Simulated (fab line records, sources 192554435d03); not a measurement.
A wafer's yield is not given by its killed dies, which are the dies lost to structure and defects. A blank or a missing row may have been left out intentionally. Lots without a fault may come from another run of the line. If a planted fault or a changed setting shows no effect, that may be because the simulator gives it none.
Which of the tools did it? -- flow n5 finfet -- 24 lots, 72 wafers sampled, at 4 steps of a route of 1938

## WHAT EACH GAUGE READ, for each wafer
N5_BEOL_M2_INSPECT_30: inspects for defects (brightfield).
lot,measured,on,raw defect count
L074,day 6 16:26,defect inspect-02,724 349 588
L075,day 6 20:56,defect inspect-01,256 339 316
L076,day 7 01:00,defect inspect-01,299 305 393
L077,day 7 01:05,defect inspect-02,543 628 477
L078,day 7 15:19,defect inspect-01,460 364 359
L080,day 7 23:45,defect inspect-01,290 427 326
L079,day 8 05:16,defect inspect-01,346 331 413
L081,day 8 05:31,defect inspect-01,276 259 292
L082,day 8 09:26,defect inspect-01,438 332 354
L083,day 9 13:00,defect inspect-01,499 384 419
L084,day 9 13:49,defect inspect-02,353 413 380
L085,day 10 04:38,defect inspect-02,546 543 496
L086,day 10 12:52,defect inspect-02,576 461 608
L087,day 10 13:41,defect inspect-01,365 373 338
L089,day 10 14:05,defect inspect-02,420 470 491
L090,day 10 16:55,defect inspect-01,308 372 324
L088,day 10 16:44,defect inspect-01,333 450 435
L091,day 10 19:38,defect inspect-02,404 304 297
L092,day 11 07:28,defect inspect-01,353 348 389
L093,day 11 08:07,defect inspect-02,696 511 610
L094,day 11 22:06,defect inspect-01,359 260 437
L095,day 12 01:30,defect inspect-01,373 323 390
L096,day 12 04:17,defect inspect-01,327 347 411
L097,day 12 05:35,defect inspect-01,303 429 218

## EACH LOT AND THE TOOL THAT RAN IT (in order: tool; ch and the chambers of the sampled wafers; start)
lot,N5_BEOL_M2_ILD_DEP_00,N5_BEOL_M2_PECVD_72,N5_BEOL_M2_STRIP_19
L074,"pecvd-03 ch 0,1,2, day 6 14:46","pecvd-04 ch 0,2, day 6 14:52","rie diel-03 ch 2,3, day 6 15:50"
L075,"pecvd-02 ch 0,2, day 6 18:30","pecvd-04 ch 0,2, day 6 18:36","rie diel-04 ch 0,1,3, day 6 20:27"
L076,"pecvd-03 ch 0,2, day 6 22:42","pecvd-04 ch 1,2, day 6 22:49","rie diel-03 ch 1,3, day 7 00:23"
L077,"pecvd-04 ch 0,2, day 6 23:05","pecvd-02 ch 0,1,2, day 6 23:12","rie diel-03 ch 0,1,2, day 7 00:36"
L078,"pecvd-04 ch 1,2, day 7 13:23","pecvd-03 ch 0,1, day 7 13:29","rie diel-06 ch 1,2,3, day 7 14:50"
L080,"pecvd-04 ch 0,2, day 7 21:41","pecvd-02 ch 0,1, day 7 21:48","rie diel-06 ch 1,2,3, day 7 23:09"
L079,"pecvd-04 ch 0,1, day 8 03:05","pecvd-03 ch 0,1,2, day 8 03:12","rie diel-03 ch 2,3, day 8 04:47"
L081,"pecvd-04 ch 0,1, day 8 03:46","pecvd-04 ch 0,2, day 8 03:52","rie diel-04 ch 1,3, day 8 05:02"
L082,"pecvd-04 ch 0,1, day 8 07:34","pecvd-02 ch 0,2, day 8 07:41","rie diel-04 ch 0,2, day 8 08:58"
L083,"pecvd-03 ch 0,1,2, day 9 10:37","pecvd-04 ch 0,1,2, day 9 10:43","rie diel-06 ch 0,2,3, day 9 12:32"
L084,"pecvd-03 ch 0,1,2, day 9 12:15","pecvd-02 ch 1,2, day 9 12:22","rie diel-04 ch 1,2,3, day 9 13:20"
L085,"pecvd-03 ch 0,1,2, day 10 00:20","pecvd-04 ch 0,1, day 10 00:26","rie diel-03 ch 1,2,3, day 10 04:01"
L086,"pecvd-03 ch 0,2, day 10 09:05","pecvd-03 ch 0,1,2, day 10 09:11","rie diel-04 ch 0,2,3, day 10 12:24"
L087,"pecvd-04 ch 0,2, day 10 11:33","pecvd-02 ch 0,1, day 10 11:40","rie diel-06 ch 0,1, day 10 13:04"
L089,"pecvd-03 ch 0,1,2, day 10 12:10","pecvd-04 ch 0,2, day 10 12:16","rie diel-06 ch 1,3, day 10 13:29"
L090,"pecvd-03 ch 0,1, day 10 13:25","pecvd-03 ch 0,1,2, day 10 13:32","rie diel-04 ch 1,2, day 10 16:08"
L088,"pecvd-02 ch 0,1, day 10 13:32","pecvd-02 ch 0,1, day 10 13:40","rie diel-03 ch 0,2,3, day 10 16:08"
L091,"pecvd-02 ch 0, day 10 15:56","pecvd-04 ch 2, day 10 16:04","rie diel-06 ch 1,2,3, day 10 19:09"
L092,"pecvd-03 ch 0,1,2, day 11 02:07","pecvd-04 ch 0,2, day 11 02:13","rie diel-03 ch 1,2,3, day 11 06:52"
L093,"pecvd-02 ch 0,2, day 11 03:55","pecvd-02 ch 0,1,2, day 11 04:01","rie diel-04 ch 0,1,3, day 11 07:38"
L094,"pecvd-03 ch 0,2, day 11 19:14","pecvd-04 ch 1,2, day 11 19:20","rie diel-06 ch 0,2,3, day 11 21:29"
L095,"pecvd-03 ch 0,1, day 11 20:49","pecvd-04 ch 0,1,2, day 11 20:55","rie diel-03 ch 0,1,2, day 12 00:54"
L096,"pecvd-04 ch 1,2, day 12 00:03","pecvd-02 ch 0,1,2, day 12 00:10","rie diel-06 ch 0,3, day 12 03:41"
L097,"pecvd-03 ch 0,2, day 12 03:23","pecvd-03 ch 0,2, day 12 03:31","rie diel-03 ch 0,2,3, day 12 04:57"
- N5_BEOL_M2_ILD_DEP_00: deposits SiOC from DEMS/O2, target thk 79 nm, time 15.3 s.
- N5_BEOL_M2_PECVD_72: deposits SiO2 from TEOS/O2, target thk 16 nm, time 18 s.
- N5_BEOL_M2_STRIP_19: strips in O2.

## WHAT THE TOOLS THEMSELVES READ (means of the sampled wafers that have a number; where no wafer has one, the mark that the record gives instead)
N5_BEOL_M2_ILD_DEP_00.
lot,tool,heater power w (W),showerhead plenum p Torr (Torr),throttle valve pct (%)
L074,pecvd-03,590,5.711,12.6
L075,pecvd-02,556,5.668,11.6
L076,pecvd-03,605,5.696,13.2
L077,pecvd-04,470,5.698,11.4
L078,pecvd-04,437,5.688,12.2
L080,pecvd-04,424,5.709,11.1
L079,pecvd-04,424,5.681,12.4
L081,pecvd-04,443,5.690,12.2
L082,pecvd-04,482,5.692,11.7
L083,pecvd-03,554,5.713,12.6
L084,pecvd-03,571,5.712,12.6
L085,pecvd-03,597,5.712,12.6
L086,pecvd-03,584,5.710,12.1
L087,pecvd-04,501,5.703,11.2
L089,pecvd-03,593,5.702,12.7
L090,pecvd-03,549,5.691,14.0
L088,pecvd-02,552,5.688,11.4
L091,pecvd-02,584,5.662,11.2
L092,pecvd-03,543,5.705,12.7
L093,pecvd-02,626,5.664,11.4
L094,pecvd-03,589,5.701,13.3
L095,pecvd-03,503,5.696,13.7
L096,pecvd-04,452,5.694,12.4
L097,pecvd-03,600,5.697,13.1

N5_BEOL_M2_PECVD_72.
lot,tool,heater power w (W),showerhead plenum p Torr (Torr),throttle valve pct (%)
L074,pecvd-04,753,8.80,20.9
L075,pecvd-04,721,8.82,20.9
L076,pecvd-04,657,8.81,21.9
L077,pecvd-02,816,8.72,22.7
L078,pecvd-03,814,8.80,25.8
L080,pecvd-02,776,8.77,22.0
L079,pecvd-03,871,8.85,23.7
L081,pecvd-04,666,8.84,20.9
L082,pecvd-02,978,8.68,23.0
L083,pecvd-04,632,8.79,22.0
L084,pecvd-02,789,8.78,23.4
L085,pecvd-04,676,8.75,22.9
L086,pecvd-03,803,8.86,23.8
L087,pecvd-02,740,8.71,21.6
L089,pecvd-04,683,8.79,21.0
L090,pecvd-03,863,8.86,23.8
L088,pecvd-02,723,8.71,21.5
L091,pecvd-04,716,8.86,21.1
L092,pecvd-04,744,8.80,21.0
L093,pecvd-02,804,8.72,21.9
L094,pecvd-04,643,8.80,22.2
L095,pecvd-04,687,8.79,22.2
L096,pecvd-02,783,8.72,22.2
L097,pecvd-03,882,8.84,22.6

N5_BEOL_M2_STRIP_19.
lot,tool,drypump motor current A (A),oes product au (a.u.),rf vpp V (V),showerhead plenum p Torr (Torr),throttle valve pct (%)
L074,rie diel-03,5.7,0.85,3.3,2.04,16.65
L075,rie diel-04,5.5,0.76,3.9,2.05,16.55
L076,rie diel-03,6.1,0.82,3.5,2.08,16.29
L077,rie diel-03,5.7,0.82,3.4,2.11,16.54
L078,rie diel-06,5.4,0.85,3.4,2.21,16.71
L080,rie diel-06,5.4,0.86,3.7,2.21,16.71
L079,rie diel-03,5.7,0.83,3.6,2.03,16.55
L081,rie diel-04,5.7,0.73,2.9,2.03,16.45
L082,rie diel-04,6.2,0.72,3.5,2.05,16.93
L083,rie diel-06,5.2,0.84,3.9,2.17,16.76
L084,rie diel-04,6.1,0.70,3.6,2.04,16.68
L085,rie diel-03,5.9,0.80,3.3,2.05,16.52
L086,rie diel-04,5.8,0.72,3.7,2.06,16.81
L087,rie diel-06,5.7,0.88,4.2,2.18,16.49
L089,rie diel-06,5.6,0.89,3.7,2.21,16.58
L090,rie diel-04,6.4,0.68,3.4,2.03,16.85
L088,rie diel-03,5.5,0.79,3.5,2.08,16.68
L091,rie diel-06,5.4,0.91,3.9,2.20,16.62
L092,rie diel-03,5.9,0.79,3.6,2.04,16.54
L093,rie diel-04,5.5,0.74,3.5,2.03,16.61
L094,rie diel-06,5.2,0.88,3.7,2.17,16.64
L095,rie diel-03,5.7,0.77,4.1,2.10,16.64
L096,rie diel-06,5.2,0.87,3.6,2.15,16.65
L097,rie diel-03,5.5,0.77,3.9,2.07,16.70

## THE ANSWER, worked out from the rows above alone
Rule: usual is defined by the lots themselves. The widest of any qualifying gaps counts: lots, ordered by their means at a reading, are off when they make up no more than a third of the lots, leave a main group of 4 or more, and stand apart from it by 3 or more times the standard deviation of that group's means. A main group whose means are all the same, to the digits that the tables above print for the reading, isn't used. Also off: a lot with no number at a reading for which 4 or more lots have one. The other lots that the step has rows for count as sound. The gauges are gone through in route order, then the tools' own readings, and for those a lot's mean is taken as printed above. The first step at which some lot is off is used, and at that step the reading that is off furthest; a lot without a number counts as furthest.
No lot is off on any of the readings shown, so nothing can be concluded from this.

## WHAT THE SIMULATOR PUT IN
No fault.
